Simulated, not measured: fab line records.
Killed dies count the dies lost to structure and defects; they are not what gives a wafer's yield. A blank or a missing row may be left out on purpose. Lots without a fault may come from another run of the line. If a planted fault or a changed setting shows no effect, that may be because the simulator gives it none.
What tool caused it?	flow nandHarc	72 wafers from 24 lots sampled at 6 of the route's 1302 steps

WHAT THE GAUGES READ, wafer by wafer
No reading from a measuring or inspecting step in the record can be judged against a usual standard deviation.

WHAT TOOL EACH LOT RAN ON (gives the tool, then ch and the chambers of the sampled wafers, and finally the start)
lot	NHARC_A_CONTACT_ETCH_97	NHARC_A_CONTACT_ETCH_134	NHARC_A_CONTACT_ETCH_136	NHARC_A_CONTACT_ETCH_138	NHARC_A_CONTACT_ETCH_139	NHARC_A_CONTACT_ETCH_98
L074	rieDiel-03 ch 0,1,3, day 22 22:25 or earlier	harCapEtch-03 ch 0,1, day 22 22:25	harCapEtch-03 ch 0,1, day 22 22:53	harCapEtch-03 ch 0,1, day 22 23:26	harCapEtch-03 ch 0,1, day 22 23:43	rieDiel-03 ch 0,1,3, no start
L076	rieDiel-03 ch 1,2,3, day 22 22:33 or earlier	harCapEtch-01 ch 0,1, day 22 22:33	harCapEtch-01 ch 0,1, day 22 23:11	harCapEtch-01 ch 0,1, day 22 23:55	harCapEtch-01 ch 0,1, day 23 00:17	rieDiel-02 ch 1,3, day 23 01:06
L075	rieDiel-03 ch 0,1,2, day 23 04:36 or earlier	harCapEtch-03 ch 0,1, day 23 04:36	harCapEtch-03 ch 0,1, day 23 05:04	harCapEtch-03 ch 0,1, day 23 05:37	harCapEtch-03 ch 0,1, day 23 05:53	rieDiel-03 ch 1,2, no start
L078	rieDiel-03 ch 0,2, day 24 22:48 or earlier	harCapEtch-03 ch 0,1, day 24 22:48	harCapEtch-03 ch 0,1, day 24 23:16	harCapEtch-03 ch 0,1, day 24 23:49	harCapEtch-03 ch 0,1, day 25 00:05	rieDiel-03 ch 0,2,3, no start
L079	rieDiel-09 ch 1,2,3, day 25 02:30 or earlier	harCapEtch-02 ch 0,1, day 25 02:30	harCapEtch-02 ch 0,1, day 25 02:59	harCapEtch-02 ch 0,1, day 25 03:32	harCapEtch-02 ch 0,1, day 25 03:48	rieDiel-02 ch 0,1, day 25 04:32
L077	rieDiel-03 ch 2,3, day 25 07:30 or earlier	harCapEtch-02 ch 0,1, day 25 07:30	harCapEtch-02 ch 0,1, day 25 07:59	harCapEtch-02 ch 0,1, day 25 08:32	harCapEtch-02 ch 0,1, day 25 08:48	rieDiel-02 ch 0,2,3, no start
L080	rieDiel-03 ch 1,3, day 25 07:57 or earlier	harCapEtch-01 ch 0,1, day 25 07:57	harCapEtch-01 ch 0,1, day 25 08:26	harCapEtch-01 ch 0,1, day 25 08:59	harCapEtch-01 ch 0,1, day 25 09:15	rieDiel-03 ch 0,2, no start
L081	rieDiel-03 ch 0,1,3, day 25 13:42 or earlier	harCapEtch-03 ch 0,1, day 25 13:42	harCapEtch-03 ch 0,1, day 25 14:35	harCapEtch-03 ch 0,1, day 25 15:32	harCapEtch-03 ch 0,1, day 25 16:01	rieDiel-09 ch 1,2, no start
L082	rieDiel-02 ch 2,3, day 25 17:06	harCapEtch-02 ch 0,1, day 25 23:27	harCapEtch-02 ch 0,1, day 25 23:55	harCapEtch-02 ch 0,1, day 26 00:28	harCapEtch-02 ch 0,1, day 26 00:50	rieDiel-02 ch 0,1,3, day 26 01:39
L084	rieDiel-02 ch 0,2,3, day 26 13:35 or earlier	harCapEtch-02 ch 0,1, day 26 13:35	harCapEtch-02 ch 0,1, day 26 14:04	harCapEtch-02 ch 0,1, day 26 14:37	harCapEtch-02 ch 0,1, day 26 14:53	rieDiel-09 ch 0,1,2, no start
L083	rieDiel-03 ch 2,3, day 26 17:43 or earlier	harCapEtch-02 ch 0,1, day 26 17:43	harCapEtch-02 ch 0,1, day 26 18:11	harCapEtch-02 ch 0,1, day 26 18:44	harCapEtch-02 ch 0,1, day 26 19:01	rieDiel-09 ch 0,2,3, no start
L085	rieDiel-02 ch 1,2,3, day 26 23:58 or earlier	harCapEtch-02 ch 0,1, day 26 23:58	harCapEtch-02 ch 0,1, day 27 00:26	harCapEtch-02 ch 0,1, day 27 00:59	harCapEtch-02 ch 0,1, day 27 01:15	rieDiel-03 ch 1,3, no start
L086	rieDiel-03 ch 0,1, day 27 01:40 or earlier	harCapEtch-01 ch 0,1, day 27 01:40	harCapEtch-01 ch 0,1, day 27 02:08	harCapEtch-01 ch 0,1, day 27 02:40	harCapEtch-01 ch 0,1, day 27 02:57	rieDiel-03 ch 1,2,3, no start
L087	rieDiel-09 ch 1,2,3, day 27 20:52 or earlier	harCapEtch-02 ch 0,1, day 27 20:52	harCapEtch-02 ch 0,1, day 27 21:20	harCapEtch-02 ch 0,1, day 27 21:53	harCapEtch-02 ch 0,1, day 27 22:10	rieDiel-03 ch 1,2,3, no start
L090	rieDiel-03 ch 0,1,3, day 28 07:07 or earlier	harCapEtch-03 ch 0,1, day 28 07:07	harCapEtch-03 ch 0,1, day 28 07:57	harCapEtch-03 ch 0,1, day 28 08:55	harCapEtch-03 ch 0,1, day 28 09:23	rieDiel-02 ch 0,1,3, no start
L088	rieDiel-03 ch 0,1,3, day 28 12:51 or earlier	harCapEtch-02 ch 0,1, day 28 12:51	harCapEtch-02 ch 0,1, day 28 13:20	harCapEtch-02 ch 0,1, day 28 13:53	harCapEtch-02 ch 0,1, day 28 14:09	rieDiel-03 ch 0,1,2, no start
L089	rieDiel-03 ch 0,2,3, day 28 18:40 or earlier	harCapEtch-03 ch 0,1, day 28 18:40	harCapEtch-03 ch 0,1, day 28 19:18	harCapEtch-03 ch 0,1, day 28 20:02	harCapEtch-03 ch 0,1, day 28 20:24	rieDiel-09 ch 0,2,3, no start
L092	rieDiel-03 ch 0,2,3, day 30 05:34 or earlier	harCapEtch-02 ch 0,1, day 30 05:34	harCapEtch-02 ch 0,1, day 30 06:02	harCapEtch-02 ch 0,1, day 30 06:34	harCapEtch-02 ch 0,1, day 30 06:51	rieDiel-03 ch 1,2,3, no start
L091	rieDiel-02 ch 0,1,2, day 30 11:43 or earlier	harCapEtch-01 ch 0,1, day 30 11:43	harCapEtch-01 ch 0,1, day 30 12:12	harCapEtch-01 ch 0,1, day 30 12:45	harCapEtch-01 ch 0,1, day 30 13:01	rieDiel-09 ch 0,2,3, no start
L093	rieDiel-09 ch 0,1,3, day 30 18:26 or earlier	harCapEtch-02 ch 0, day 30 18:26	harCapEtch-02 ch 0, day 30 18:56	harCapEtch-02 ch 0, day 30 19:28	harCapEtch-02 ch 0, day 30 19:44	rieDiel-03 ch 0,1,2, no start
L094	rieDiel-09 ch 0,1,2, day 30 22:52 or earlier	harCapEtch-01 ch 1, day 30 22:52	harCapEtch-01 ch 1, day 30 23:20	harCapEtch-01 ch 1, day 30 23:54	harCapEtch-01 ch 1, day 31 00:10	rieDiel-03 ch 0,2, no start
L095	rieDiel-02 ch 0,1,3, day 30 23:43 or earlier	harCapEtch-02 ch 0,1, day 30 23:43	harCapEtch-02 ch 0,1, day 31 00:12	harCapEtch-02 ch 0,1, day 31 00:44	harCapEtch-02 ch 0,1, day 31 01:01	rieDiel-02 ch 0,1,3, no start
L097	rieDiel-02 ch 0,2,3, day 31 11:11 or earlier	harCapEtch-02 ch 0,1, day 31 11:11	harCapEtch-02 ch 0,1, day 31 11:40	harCapEtch-02 ch 0,1, day 31 12:12	harCapEtch-02 ch 0,1, day 31 12:28	rieDiel-03 ch 1,2, no start
L096	rieDiel-03 ch 0,2,3, day 31 08:12	harCapEtch-03 ch 0,1, day 31 13:07	harCapEtch-03 ch 0,1, day 31 13:35	harCapEtch-03 ch 0,1, day 31 14:08	harCapEtch-03 ch 0,1, day 31 14:24	rieDiel-03 ch 0,2,3, no start
- NHARC_A_CONTACT_ETCH_97: etches the open film in C4F6/O2, target depth 20 nm, time 10 s.
- NHARC_A_CONTACT_ETCH_134: etches the open film in C4F8/O2/Ar, time 140 s, target depth 700 nm.
- NHARC_A_CONTACT_ETCH_136: etches the open film in C4F8/O2/Ar, time 311 s, target depth 1912 nm.
- NHARC_A_CONTACT_ETCH_138: etches the open film in C4F8/O2/Ar, time 311 s, target depth 1914 nm.
- NHARC_A_CONTACT_ETCH_139: etches the open film in C4F8/O2/Ar, time 195 s, target depth 840 nm.
- NHARC_A_CONTACT_ETCH_98: etches the open film in C4F6/O2, target depth 20 nm, time 10 s.

WHAT THE TOOLS THEMSELVES READ (means of the sampled wafers that have a number; where no wafer has one, the mark that the record gives instead)
NHARC_A_CONTACT_ETCH_97. Usual: drypumpMotorCurrentA 5.5 A, standard deviation 0.39; mfcArSccm 499.9 sccm, standard deviation 1.4; oesProductAu 0.955 a.u., standard deviation 0.023; rfVppV 546 V, standard deviation 4.1; showerheadPlenumPTorr 3.89 Torr, standard deviation 0.2; throttleValvePct 26.904 %, standard deviation 0.0081.
lot	tool	drypumpMotorCurrentA (A)	mfcArSccm (sccm)	oesProductAu (a.u.)	rfVppV (V)	showerheadPlenumPTorr (Torr)	throttleValvePct (%)	flag
L074	rieDiel-03	5.4	498.9	0.942	547	3.92	26.900	
L076	rieDiel-03	5.3	501.2	0.953	547	3.91	26.905	
L075	rieDiel-03	5.4	501.5	0.936	544	3.76	26.901	
L078	rieDiel-03	5.7	500.0	0.929	542	3.67	26.912	
L079	rieDiel-09	5.9	498.9	0.951	549	4.01	26.909	
L077	rieDiel-03	5.4	499.4	0.952	547	3.96	26.899	
L080	rieDiel-03	5.3	500.6	0.954	550	4.06	26.904	
L081	rieDiel-03	5.4	499.0	0.940	547	3.92	26.907	
L082	rieDiel-02	5.2	498.7	0.945	543	3.78	26.907	
L084	rieDiel-02	5.5	500.0	0.997	547	3.92	26.914	
L083	rieDiel-03	5.4	500.7	0.980	544	3.80	26.901	
L085	rieDiel-02	5.6	499.0	0.956	542	3.74	26.902	
L086	rieDiel-03	5.5	501.1	0.933	543	3.76	26.905	
L087	rieDiel-09	5.9	500.6	0.958	549	4.00	26.898	
L090	rieDiel-03	5.4	500.1	1.003	546	3.91	26.897	
L088	rieDiel-03	5.4	501.6	0.963	546	3.91	26.899	
L089	rieDiel-03	5.5	500.0	0.947	549	4.00	26.908	
L092	rieDiel-03	5.5	501.2	0.954	548	4.00	26.900	
L091	rieDiel-02	5.5	499.2	0.945	546	3.89	26.896	
L093	rieDiel-09	5.8	501.1	0.947	548	3.97	26.909	
L094	rieDiel-09	5.5	499.5	1.002	548	3.94	26.910	
L095	rieDiel-02	5.9	498.7	0.962	545	3.85	26.906	
L097	rieDiel-02	5.5	500.9	0.965	546	3.89	26.901	
L096	rieDiel-03	5.6	498.8	0.950	548	3.99	26.904	

NHARC_A_CONTACT_ETCH_98. Usual: drypumpMotorCurrentA 5.5 A, standard deviation 0.45; mfcArSccm 500.0 sccm, standard deviation 1.5; oesProductAu 0.958 a.u., standard deviation 0.022; rfVppV 547 V, standard deviation 4.2; showerheadPlenumPTorr 3.91 Torr, standard deviation 0.19; throttleValvePct 26.902 %, standard deviation 0.0084.
lot	tool	drypumpMotorCurrentA (A)	mfcArSccm (sccm)	oesProductAu (a.u.)	rfVppV (V)	showerheadPlenumPTorr (Torr)	throttleValvePct (%)	flag
L074	rieDiel-03	5.4	500.2	0.956	547	3.92	26.901	
L076	rieDiel-02	6.0	498.9	0.954	542	3.71	26.913	
L075	rieDiel-03	5.1	498.9	0.940	545	3.85	26.899	
L078	rieDiel-03	5.5	501.5	0.941	545	3.81	26.902	
L079	rieDiel-02	5.9	499.7	0.993	546	3.87	26.903	
L077	rieDiel-02	5.5	498.7	0.990	547	3.92	26.899	
L080	rieDiel-03	5.6	498.6	0.953	541	3.65	26.906	
L081	rieDiel-09	5.6	499.7	0.936	549	4.02	26.907	
L082	rieDiel-02	5.9	498.4	0.982	545	3.88	26.904	
L084	rieDiel-09	5.5	500.8	0.984	548	3.96	26.903	
L083	rieDiel-09	5.8	500.5	0.940	547	3.95	26.907	
L085	rieDiel-03	5.3	499.4	0.950	550	4.05	26.906	
L086	rieDiel-03	5.3	499.4	0.945	546	3.90	26.908	
L087	rieDiel-03	5.3	499.8	1.002	549	4.09	26.905	
L090	rieDiel-02	5.9	499.9	0.952	545	3.87	26.893	
L088	rieDiel-03	5.4	500.4	0.943	548	3.94	26.901	
L089	rieDiel-09	5.8	501.6	0.960	546	3.94	26.899	
L092	rieDiel-03	5.3	500.9	0.954	550	4.09	26.902	
L091	rieDiel-09	5.8	501.0	0.966	548	3.94	26.894	
L093	rieDiel-03	5.4	499.6	0.970	548	3.94	26.901	
L094	rieDiel-03	5.7	501.6	0.945	545	3.85	26.903	
L095	rieDiel-02	5.9	501.8	0.947	545	3.85	26.907	
L097	rieDiel-03	5.3	500.5	0.950	552	4.12	26.887	
L096	rieDiel-03	5.5	499.4	0.949	548	3.99	26.899	

THE ANSWER, worked out from the rows above alone
Rule: lot off if the mean of its wafers having a number is beyond 3 standard deviations from the usual mean. Also off: a lot with no number at a reading for which 4 or more lots have one. All remaining lots with rows at the step are treated as sound. After the gauges, taken in route order, come the tools' own readings; for these a lot's mean is taken, as printed above. At the first step where some lot is off, the reading lying furthest off is the one used; lots without a number count as furthest.
Nothing can be told from this: no lot is off at any reading shown.

WHAT THE SIMULATOR PUT IN
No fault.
